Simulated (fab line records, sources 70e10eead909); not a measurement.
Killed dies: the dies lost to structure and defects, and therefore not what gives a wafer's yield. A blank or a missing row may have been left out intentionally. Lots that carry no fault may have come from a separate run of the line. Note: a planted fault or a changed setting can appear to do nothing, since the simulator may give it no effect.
Shared-tool check	flow nand harc	Sampled: 13 lots, 45 wafers

== WHY THIS WAS OPENED ==
On 2 of the 13 lots, a flag is raised at NHARC_A_ONON_D1_THK_MEAS_34 on the reading thk nm. Wafers without a fault read 200.1 nm, standard deviation 2.9.
Rule: a lot is flagged when every wafer of it that has a number lies more than 4 standard deviations from that mean, or none has a number. The rest of the lots are taken to be sound.

lot	measured	on	thk nm (nm), wafer by wafer	flag
L550	day 8 09:26	film metro-02	201.3 205.3 202.5	
L552	day 9 12:58	film metro-02	202.3 199.9 205.5	
L553	day 9 22:29	film metro-02	196.2 197.5 202.4	
L554	day 10 06:49	film metro-01	195.2 196.9 203.5	
L557	day 11 17:04	film metro-02	196.8 203.3 200.3	
L559	day 12 14:08	film metro-02	198.4 199.1 199.7	
L561	day 13 05:16	film metro-02	196.9 197.4 200.7	
L566	day 15 13:12	film metro-02	222.1 218.2 219.7 220.9 218.1 221.1	FLAGGED
L568	day 16 01:31	film metro-02	218.0 220.4 222.0 218.2 221.9 221.8	FLAGGED
L569	day 16 16:14	film metro-01	197.5 201.9 201.1	
L570	day 16 21:52	film metro-01	198.0 201.1 205.3	
L572	day 18 02:38	film metro-01	197.0 200.6 201.2	
L571	day 18 02:38	film metro-02	201.4 204.6 201.4	
The mean of the flagged lots' numbers is 220.2 nm, +20.1 nm from the usual (+7 standard deviations).

== WHICH TOOL RAN EACH LOT ==
The record keeps 1 process step preceding the reading, out of 1302 steps on the route. In each cell: the tool, then ch and the chambers that the sampled wafers went through, then the start.
lot	flag	NHARC_A_ONON_D1_DEP_33
L550		pecvd-01 ch 0,1, day 8 09:04
L552		pecvd-03 ch 1,2, day 9 12:32
L553		pecvd-03 ch 0,1,2, day 9 22:04
L554		pecvd-01 ch 0,1,2, day 10 06:24
L557		pecvd-02 ch 0,2, day 11 16:44
L559		pecvd-02 ch 0,2, day 12 13:46
L561		pecvd-01 ch 0,1,2, day 13 04:56
L566	FLAGGED	pecvd-02 ch 0,1,2, day 15 12:47
L568	FLAGGED	pecvd-02 ch 0,2, day 16 01:09
L569		pecvd-01 ch 0,2, day 16 15:49
L570		pecvd-01 ch 0,2, day 16 21:29
L572		pecvd-01 ch 0,1,2, day 18 02:19
L571		pecvd-03 ch 0,1, day 18 02:13
What these steps do:
- NHARC_A_ONON_D1_DEP_33: deposits SiO2, target thk 200 nm.
- NHARC_A_ONON_D1_THK_MEAS_34: measures by ellipsometry.

== FLAGGED OVER TOTAL, TOOL BY TOOL (the gauges that took the reading come last) ==
step	tool	lots run	flagged	share of the flagged lots	sound lots run after its first flagged lot
NHARC_A_ONON_D1_DEP_33	pecvd-01	6	0	none	-
NHARC_A_ONON_D1_DEP_33	pecvd-02	4	2	all	0
NHARC_A_ONON_D1_DEP_33	pecvd-03	3	0	none	-
NHARC_A_ONON_D1_THK_MEAS_34	film metro-01	4	0	none	-
NHARC_A_ONON_D1_THK_MEAS_34	film metro-02	9	2	all	1 (L571)

== WHAT IS ALLOWED BY THE TABLE ==
pecvd-02 at NHARC_A_ONON_D1_DEP_33 and film metro-02 at NHARC_A_ONON_D1_THK_MEAS_34 are the 2 rows of the table that ran each flagged lot.
- pecvd-02 at NHARC_A_ONON_D1_DEP_33 ran 4 lots, 2 of them flagged. Last sound lot L559 at day 12 13:46, first flagged lot L566 at day 15 12:47; a fault beginning in between fits. Its own readings lie more than 4 standard deviations out on every wafer of the flagged lots: rf fwd power W.
- film metro-02 at NHARC_A_ONON_D1_THK_MEAS_34 ran 9 lots, 2 of them flagged. Lots that were sound ran on it after the first flagged one (L571); a persistent fault on the entire tool would not allow that.
pecvd-02 at NHARC_A_ONON_D1_DEP_33 is the single tool remaining.

== WHAT THE SIMULATOR HAD PUT IN ==
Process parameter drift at NHARC_A_ONON_D1_DEP_33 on pecvd-02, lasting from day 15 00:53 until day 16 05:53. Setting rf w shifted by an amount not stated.
Shown lots that were struck: L566, L568. The rule given above showed the same thing.
